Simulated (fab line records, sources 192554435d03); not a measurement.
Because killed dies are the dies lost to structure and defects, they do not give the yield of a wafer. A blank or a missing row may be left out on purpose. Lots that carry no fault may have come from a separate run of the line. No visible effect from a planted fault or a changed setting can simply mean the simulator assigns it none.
The same fault as seen by 3 desks :: flow n5_finfet :: each desk holds nothing but its own numbers, with what lay behind them at the end

## FOR THE TOOL OWNER'S DESK: rie_diel-02
The tool's own readings at N5_BEOL_M4_ETCH_64 (etches SOC in N2/H2, target depth 75 nm, overetch 22.5 nm, time 121.9 s): means of the sampled wafers that have a number, for each lot that ran on this tool. Marked OUT: a lot whose mean sits more than 4 standard deviations from the usual mean, which makes it out of limits; the brackets give that distance.
Columns: A = bias_w at N5_BEOL_M4_ETCH_64, usual 150.0 W; B = drypump_motor_current_A at N5_BEOL_M4_ETCH_64, usual 5.7 A; C = oes_product_au at N5_BEOL_M4_ETCH_64, usual 0.60 a.u.; D = rf_fwd_power_W at N5_BEOL_M4_ETCH_64, usual 836.9 W; E = rf_vpp_V at N5_BEOL_M4_ETCH_64, usual 524.2 V; F = showerhead_plenum_p_Torr at N5_BEOL_M4_ETCH_64, usual 2.56 Torr; G = throttle_valve_pct at N5_BEOL_M4_ETCH_64, usual 17.88 %
lot: L946
first seen here: day 8 14:02
A: 150.2
B: 5.7
C: 0.59
D: 836.3
E: 524.6
F: 2.59
G: 17.93

lot: L955
first seen here: day 12 03:20
A: 108.7 (-96) OUT
B: 5.7
C: 0.58
D: 837.8
E: 427.7 (-33) OUT
F: 2.59
G: 18.05

lot: L956
first seen here: day 13 04:52
A: 108.6 (-96) OUT
B: 5.7
C: 0.55
D: 835.0
E: 427.6 (-33) OUT
F: 2.57
G: 17.91
Finding of this desk: L955, L956 out of limits; the first was L955 at day 12 03:20, on bias_w at N5_BEOL_M4_ETCH_64. L946: within limits.

## THE DEFECT DESK
What the inspections along the route counted, lot by lot: means of the sampled wafers that have a number. Marked OUT: a lot whose mean sits more than 4 standard deviations from the usual mean, which makes it out of limits; the brackets give that distance.
Columns: A = raw_defect_count at N5_BEOL_M4_INSPECT_13, usual 384
lot: L946
first seen here: day 8 13:55
A: 318

lot: L949
first seen here: day 9 00:57
A: 484

lot: L955
first seen here: day 12 03:14
A: 421

lot: L956
first seen here: day 13 04:46
A: 476

lot: L963
first seen here: day 14 19:49
A: 430

lot: L966
first seen here: day 14 23:47
A: 353
This desk's finding: nothing out of limits on any of the 6 lots.

## FROM THE METROLOGY DESK
What the gauges read, lot by lot, whatever tool the lot ran on: means of the sampled wafers that have a number. Marked OUT: a lot whose mean sits more than 4 standard deviations from the usual mean, which makes it out of limits; the brackets give that distance. It has 12 readings; the 7 that lie furthest out on some lot are the ones shown.
Columns: A = cd_nm at N5_BEOL_M4_CD_MEAS_11, usual 16.77 nm; B = DIBL_P at N5_BEOL_M4_RC_MEAS_101, usual 36.3 mV/V; C = IOFF_P at N5_BEOL_M4_RC_MEAS_101, usual 0.211 nA/um; D = ION_N at N5_BEOL_M4_RC_MEAS_101, usual 672 uA/um; E = ION_P at N5_BEOL_M4_RC_MEAS_101, usual 462 uA/um; F = SS_P at N5_BEOL_M4_RC_MEAS_101, usual 73.3 mV/dec; G = VT_N at N5_BEOL_M4_RC_MEAS_101, usual 249.9 mV
lot: L946
first seen here: day 8 13:49
A: 16.59
B: 35.4
C: 0.211
D: 663
E: 461
F: 73.9
G: 250.8

lot: L949
first seen here: day 9 00:52
A: 16.83
B: 37.7
C: 0.234
D: 671
E: 467
F: 73.0
G: 251.6

lot: L955
first seen here: day 12 03:08
A: 16.75
B: 37.5
C: 0.184
D: 672
E: 455
F: 73.1
G: 250.4

lot: L956
first seen here: day 13 04:40
A: 16.48
B: 36.5
C: 0.206
D: 671
E: 459
F: 73.4
G: 249.5

lot: L963
first seen here: day 14 19:44
A: 16.76
B: 35.8
C: 0.209
D: 683
E: 466
F: 73.4
G: 248.9

lot: L966
first seen here: day 14 23:42
A: 16.83
B: 37.2
C: 0.232
D: 682
E: 468
F: 73.5
G: 246.1
This desk's finding: nothing out of limits on any of the 6 lots.

## PUT TOGETHER
The tool owner's desk could have raised an alarm at day 12 03:20, on L955, L956.
The defect desk saw nothing out of limits.
Metrology desk: nothing out of limits seen.
The defect desk has L955, L956 on record, within its limits.
The metrology desk has L955, L956 on record, within its limits.
On rie_diel-02, each named lot ran N5_BEOL_M4_ETCH_64.

## WHAT THE SIMULATOR PUT IN
Process parameters drifting: rie_diel-02 at N5_BEOL_M4_ETCH_64, beginning at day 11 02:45. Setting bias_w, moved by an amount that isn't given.
Struck lots among those shown: L955, L956.
Hours from the fault's start to each desk's first reading out of limits: the tool owner's desk, 25.
